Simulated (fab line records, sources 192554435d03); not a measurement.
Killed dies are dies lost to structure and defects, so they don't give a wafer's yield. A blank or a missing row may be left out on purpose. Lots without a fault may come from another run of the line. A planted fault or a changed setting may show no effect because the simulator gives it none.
Chamber matching | flow n5_finfet | N5_BEOL_M12_TRENCH_ETCH_34 on rie_diel-02: 4 sister chambers
The step etches SiOC in C4F8/O2/Ar, target depth 318.95 nm, time 125.5 s. 8 wafers are shown with their chamber, then 8 later ones without.

WAFERS WITH THEIR CHAMBER
wafer  | chamber | showerhead_plenum_p_Torr (Torr) | throttle_valve_pct (%)
L078.3 | 0       | 3.42                            | 23.99
L083.6 | 3       | 3.35                            | 24.36
L084.5 | 1       | 3.48                            | 24.30
L084.6 | 2       | 3.26                            | 24.10
L087.1 | 0       | 3.41                            | 24.02
L087.3 | 1       | 3.47                            | 24.29
L087.4 | 2       | 3.25                            | 24.12
L090.3 | 3       | 3.34                            | 24.38

WAFERS WITHOUT THEIR CHAMBER
wafer  | showerhead_plenum_p_Torr (Torr) | throttle_valve_pct (%)
L090.4 | 3.47                            | 24.30
L090.6 | 3.41                            | 24.02
L091.2 | 3.25                            | 24.11
L091.3 | 3.34                            | 24.38
L091.6 | 3.34                            | 24.39
L096.3 | 3.40                            | 24.03
L096.5 | 3.46                            | 24.35
L096.6 | 3.40                            | 24.02

WHICH CHAMBER EACH WENT THROUGH
wafer  | from the rows above | in truth
L090.4 | 1                   | 1
L090.6 | 0                   | 0
L091.2 | 2                   | 2
L091.3 | 3                   | 3
L091.6 | 3                   | 3
L096.3 | 0                   | 0
L096.5 | 1                   | 1
L096.6 | 0                   | 0
Placed correctly: 8 of 8. Can't be placed from these rows: 0. Placed wrongly: 0.
How it was worked out, from the rows above alone: a wafer's distance from a chamber is the root of the sum, over the readings, of the square of ((its reading less the chamber's mean) divided by the reading's scatter). The wafer belongs to the nearest chamber; if the next one is less than 2 further off, it can't be placed. A chamber's mean is the mean of its shown wafers. The scatter: the root of (the sum of the squares of (reading less its chamber's mean) over the shown wafers, divided by (wafers less chambers)).
